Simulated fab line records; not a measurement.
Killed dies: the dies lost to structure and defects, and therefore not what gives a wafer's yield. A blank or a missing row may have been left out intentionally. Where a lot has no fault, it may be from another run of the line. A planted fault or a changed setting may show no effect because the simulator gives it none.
Matching of chambers	flow nand-harc	4 sister chambers for NHARC_P_GATE_STRIP_108 on rie-diel-12
The step strips in O2. 14 wafers are shown with their chamber, then 7 later ones without.

WAFERS WITH THEIR CHAMBER
wafer	chamber	showerhead-plenum-p-Torr (Torr)	drypump-motor-current-A (A)	oes-product-au (a.u.)
L428.2	3	3.71	6.17	1.013
L428.3	2	3.53	5.58	0.997
L428.4	1	3.36	5.79	1.001
L434.1	3	3.71	6.23	1.000
L434.2	0	3.57	6.12	1.000
L434.3	2	3.52	5.60	0.988
L440.3	0	3.56	6.13	1.008
L440.4	3	3.70	6.21	1.005
L440.6	2	3.51	5.59	1.011
L443.2	3	3.70	6.22	1.014
L443.3	1	3.35	5.80	0.999
L443.6	2	3.51	5.59	1.001
L442.3	2	3.51	5.54	0.996
L442.5	0	3.56	6.14	0.993

SIGNATURES, as means of the wafers listed above
reading	chamber 0	chamber 1	chamber 2	chamber 3	scatter within a chamber
showerhead-plenum-p-Torr	3.5633	3.3550	3.5160	3.7050	0.00733
drypump-motor-current-A	6.1300	5.7950	5.5800	6.2075	0.0213
oes-product-au	1.00033	1.00000	0.99860	1.00800	0.00728
Rule: a wafer lies at a distance from a chamber equal to the root of the sum of squares, over the readings, of (its reading less the chamber's mean, divided by the reading's scatter). If the next closest chamber is less than 2 further off than the closest, the wafer can't be placed; otherwise it belongs to the closest. The scatter is the square root of a quotient: the sum, over the shown wafers, of each reading's squared deviation from its chamber's mean, divided by wafers minus chambers.

WAFERS MISSING THEIR CHAMBER
wafer	showerhead-plenum-p-Torr (Torr)	drypump-motor-current-A (A)	oes-product-au (a.u.)
L442.6	3.70	6.17	0.997
L445.2	3.55	6.13	0.995
L445.3	3.70	6.20	1.001
L445.6	3.34	5.81	0.999
L446.1	3.70	6.19	1.002
L446.2	3.51	5.62	0.991
L446.3	3.55	6.13	1.003

WHICH CHAMBER EACH ONE RAN IN
wafer	from the rows above	in truth
L442.6	3	3
L445.2	0	0
L445.3	3	3
L445.6	1	1
L446.1	3	3
L446.2	2	2
L446.3	0	0
7 of 7 placed correctly. From these rows, 0 cannot be placed. Wrongly placed: 0.
